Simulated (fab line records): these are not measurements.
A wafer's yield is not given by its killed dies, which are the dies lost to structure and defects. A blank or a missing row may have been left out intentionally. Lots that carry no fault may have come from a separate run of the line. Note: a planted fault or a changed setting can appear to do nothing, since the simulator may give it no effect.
Chamber matching :: flow n5_finfet :: N5_PASSIVATION_STRIP_34 on rie_diel-02: 4 sister chambers
The step strips in O2. 8 wafers are shown with their chamber, then 7 later ones without.

== EACH WAFER AND ITS CHAMBER ==
wafer: L790.6
chamber: 1
showerhead_plenum_p_Torr (Torr): 2.03
drypump_motor_current_A (A): 5.0

wafer: L792.1
chamber: 1
showerhead_plenum_p_Torr (Torr): 2.03
drypump_motor_current_A (A): 5.1

wafer: L796.2
chamber: 0
showerhead_plenum_p_Torr (Torr): 2.06
drypump_motor_current_A (A): 5.4

wafer: L796.4
chamber: 0
showerhead_plenum_p_Torr (Torr): 2.06
drypump_motor_current_A (A): 5.4

wafer: L801.4
chamber: 2
showerhead_plenum_p_Torr (Torr): 2.03
drypump_motor_current_A (A): 5.1

wafer: L801.5
chamber: 3
showerhead_plenum_p_Torr (Torr): 2.18
drypump_motor_current_A (A): 5.4

wafer: L805.3
chamber: 3
showerhead_plenum_p_Torr (Torr): 2.18
drypump_motor_current_A (A): 5.4

wafer: L805.4
chamber: 2
showerhead_plenum_p_Torr (Torr): 2.02
drypump_motor_current_A (A): 5.1

== WAFERS MISSING THEIR CHAMBER ==
wafer: L805.5
showerhead_plenum_p_Torr (Torr): 2.18
drypump_motor_current_A (A): 5.4

wafer: L808.2
showerhead_plenum_p_Torr (Torr): 2.18
drypump_motor_current_A (A): 5.4

wafer: L808.3
showerhead_plenum_p_Torr (Torr): 2.02
drypump_motor_current_A (A): 5.1

wafer: L808.4
showerhead_plenum_p_Torr (Torr): 2.01
drypump_motor_current_A (A): 5.0

wafer: L810.2
showerhead_plenum_p_Torr (Torr): 2.01
drypump_motor_current_A (A): 5.1

wafer: L810.3
showerhead_plenum_p_Torr (Torr): 2.17
drypump_motor_current_A (A): 5.4

wafer: L810.4
showerhead_plenum_p_Torr (Torr): 2.02
drypump_motor_current_A (A): 5.1

== WHICH CHAMBER EACH WENT THROUGH ==
wafer: L805.5
from the rows above: 3
in truth: 3

wafer: L808.2
from the rows above: 3
in truth: 3

wafer: L808.3
from the rows above: can't be placed: 2 or 1
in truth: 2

wafer: L808.4
from the rows above: can't be placed: 2 or 1
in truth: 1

wafer: L810.2
from the rows above: can't be placed: 2 or 1
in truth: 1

wafer: L810.3
from the rows above: 3
in truth: 3

wafer: L810.4
from the rows above: can't be placed: 2 or 1
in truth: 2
Correct placement for 3 of the 7. These rows do not allow placing 4 (true chamber among the candidates in 4). Placed wrongly: 0.
How it was worked out, from the rows above alone: a wafer's distance from a chamber is the root of the sum, over the readings, of the square of ((its reading less the chamber's mean) divided by the reading's scatter). If the next closest chamber is less than 2 further off than the closest, the wafer can't be placed; otherwise it belongs to the closest. The mean given for a chamber averages the wafers shown for that chamber. How the scatter is found: for the shown wafers, subtract from each reading the mean of its chamber, square and add these, divide the total by (wafers less chambers), then take the root.
